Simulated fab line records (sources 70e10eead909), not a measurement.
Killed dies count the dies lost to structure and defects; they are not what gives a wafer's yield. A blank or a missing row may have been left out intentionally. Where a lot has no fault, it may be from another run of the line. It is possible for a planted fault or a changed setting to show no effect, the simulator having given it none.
Struck lot and sound lot, side by side || flow nand_harc || 41 out of 1159 route steps
Sound: the wafers L168.1, L168.2, L168.4. The struck wafers were L185.2, L185.3, L185.5. The cause is named last.
For every step that has rows: the tool of each side, followed by ch and its chambers, followed by its first start. Under that, the readings that differ: sound wafers || struck wafers || difference of the means || sigmas: that difference in standard deviations of wafers without a fault.
alike: same words and numbers on both sides, and readings whose means sit less than 2 such deviations apart. not compared: any withheld reading, any reading some wafer has no value for, any bound like >300 that may hide the same value, and any number with overlapping values for which the record gives no deviation.
The two part at a step that has a row with sigmas, a row that says differs or no value, or rows on one side only. Non-overlapping numbers with no deviation appear without sigmas and do not part them. A reading missing from all wafers of one side parts the sides only when that side holds two or more wafers.

first, 5 steps without rows for these wafers: NHARC_P_STI_SOFTBAKE_04 (time 70 s); NHARC_P_STI_EBR_05; NHARC_P_STI_EXPOSE_06 (exposes mask P STI, target cd 200 nm); NHARC_P_STI_PEB_07 (peb time 80 s); NHARC_P_STI_DEVELOP_08 (time 50 s).
NHARC_P_STI_CD_MEAS_09 targets a cd of 200 nm.
  sound on cd_sem-01 ch 0, day 3 02:10; struck on cd_sem-01 ch 0, day 7 05:43
  alike: cd_nm
NHARC_P_STI_OVL_MEAS_10:
  sound on overlay-02 at day 3 02:16; struck on overlay-02 at day 7 05:49
  alike: overlay_x_nm, overlay_y_nm
NHARC_P_STI_INSPECT_11:
  sound on defect_inspect-01 at day 3 02:18; struck on defect_inspect-01 at day 7 05:51
  alike: raw_defect_count
then, 1 step without rows for these wafers: NHARC_P_STI_HARDBAKE_13 (time 65 s).
NHARC_P_STI_DESCUM_14: chemistry O2, time 3 s.
  sound on rie_diel-10 ch 1,2,3, day 3 02:26; struck on rie_diel-10 ch 0,2,3, day 7 05:59
  alike: drypump_motor_current_A, oes_product_au, rf_vpp_V, showerhead_plenum_p_Torr, throttle_valve_pct
  not compared: rf_hours_counter_h
NHARC_P_STI_ETCH_42: etches the open film in N2/H2, target depth 80 nm, overetch 24 nm, time 61 s.
  sound on rie_diel-10 ch 0,1,2, day 3 02:32; struck on rie_diel-10 ch 1,2, day 7 06:04
  alike: drypump_motor_current_A, oes_product_au, rf_vpp_V, showerhead_plenum_p_Torr, throttle_valve_pct
  not compared: rf_hours_counter_h
NHARC_P_STI_ETCH_31: etches the open film in CF4/CHF3, target depth 108.9 nm, time 54.5 s.
  sound: rie_diel-10 ch 1,2,3; struck: rie_diel-10 ch 0,3
  alike: drypump_motor_current_A, oes_product_au, rf_vpp_V, showerhead_plenum_p_Torr, throttle_valve_pct
  not compared: rf_hours_counter_h
NHARC_P_STI_ETCH_15: etches the open film in HBr/Cl2, target depth 300 nm, time 100.1 s.
  sound on rie_si-04 ch 1,2,3, day 3 02:43; struck on rie_si-04 ch 0,1, day 7 06:16
  alike: drypump_motor_current_A, he_backside_leak_sccm, oes_product_au, throttle_valve_pct
  not compared: rf_hours_counter_h
NHARC_P_STI_CD_MEAS_16:
  sound on cd_sem-03 at day 3 02:52; struck on cd_sem-01 at day 7 06:26
  alike: cd_nm
NHARC_P_STI_OCD_MEAS_17:
  sound on ocd-01 at day 3 02:58; struck on ocd-01 at day 7 06:31
  alike: trench_depth_nm, trench_foot_cd_nm
then, 3 steps without rows for these wafers: NHARC_P_STI_STRIP_19 (strips in SPM, time 900 s); NHARC_P_STI_PRECLEAN_32 (cleans in SC1); NHARC_P_STI_SRD_23.
NHARC_P_STI_OCD_MEAS_43:
  sound on ocd-01 at day 3 03:30; struck on ocd-02 at day 7 07:02
  alike: trench_depth_nm, trench_foot_cd_nm
then, 3 steps without rows for these wafers: NHARC_P_STI_OXIDE_33 (material SiO2, target thk 10 nm, ox time 281 s); NHARC_P_STI_HDPCVD_20 (deposits SiO2); NHARC_P_STI_ANNEAL_34 (time 1800 s).
NHARC_P_STI_CMP_21: polishes, t overpolish 20 s, target thk 380.67 nm.
  sound on cmp-01 ch 0,2,3, day 3 21:44; struck on cmp-04 ch 1,2, day 7 20:49
  alike: motor_current_A, overpolish_run_s, slurry_filter_dp_kPa, slurry_flow_ml_min
then, 17 steps without rows for these wafers: NHARC_P_STI_SRD_35; NHARC_P_STI_ETCH_36 (etches SiO2 in dHF, target depth 38.8 nm); NHARC_P_STI_STRIP_24 (strips Si3N4 in H3PO4); NHARC_P_STI_ETCH_37 (etches SiO2 in dHF, target depth 11 nm); NHARC_P_STI_PRECLEAN_38 (cleans in SC1); NHARC_P_STI_SRD_39; NHARC_P_STI_OXIDE_40 (material SiO2, target thk 10 nm, ox time 1362 s); NHARC_P_GATE_ETCH_69 (etches SiO2 in dHF, target depth 14 nm); NHARC_P_GATE_PRECLEAN_70 (cleans in SC1); NHARC_P_GATE_SRD_01; NHARC_P_GATE_OXIDE_02 (material SiO2, target thk 37.5 nm, ox time 365 s); NHARC_P_GATE_DEHYDRATE_03 (time 120 s); NHARC_P_GATE_HMDS_04 (time 30 s); NHARC_P_GATE_COAT_05; NHARC_P_GATE_SOFTBAKE_06 (time 95 s); NHARC_P_GATE_EBR_07; NHARC_P_GATE_EXPOSE_08 (exposes mask P HV).
-- record jumps: 17 days between struck wafers' starts before vs after; left off in module P_GATE, resumes in module END, first step shown is number 1159 of the route --
NHARC_END_SORT_01:
  sound on prober-01 ch 0, day 19 22:42; struck on prober-01 ch 0, day 24 21:04
{"reading": "killed_at_array", "sound": "25 15 16", "struck": "52 52 54", "difference": "+34", "sigmas": "+3"}
{"reading": "killed_at_periphery", "sound": "2 1 2", "struck": "47 90 94", "difference": "+75", "sigmas": "+33"}
{"reading": "killed_dies", "sound": "27 17 18", "struck": "99 142 148", "difference": "+109", "sigmas": "+8"}
  alike: killed_at_other, killed_open, killed_short

## WHERE THEY PART
NHARC_END_SORT_01 only, going by this record.

WHY: what the simulator had put in
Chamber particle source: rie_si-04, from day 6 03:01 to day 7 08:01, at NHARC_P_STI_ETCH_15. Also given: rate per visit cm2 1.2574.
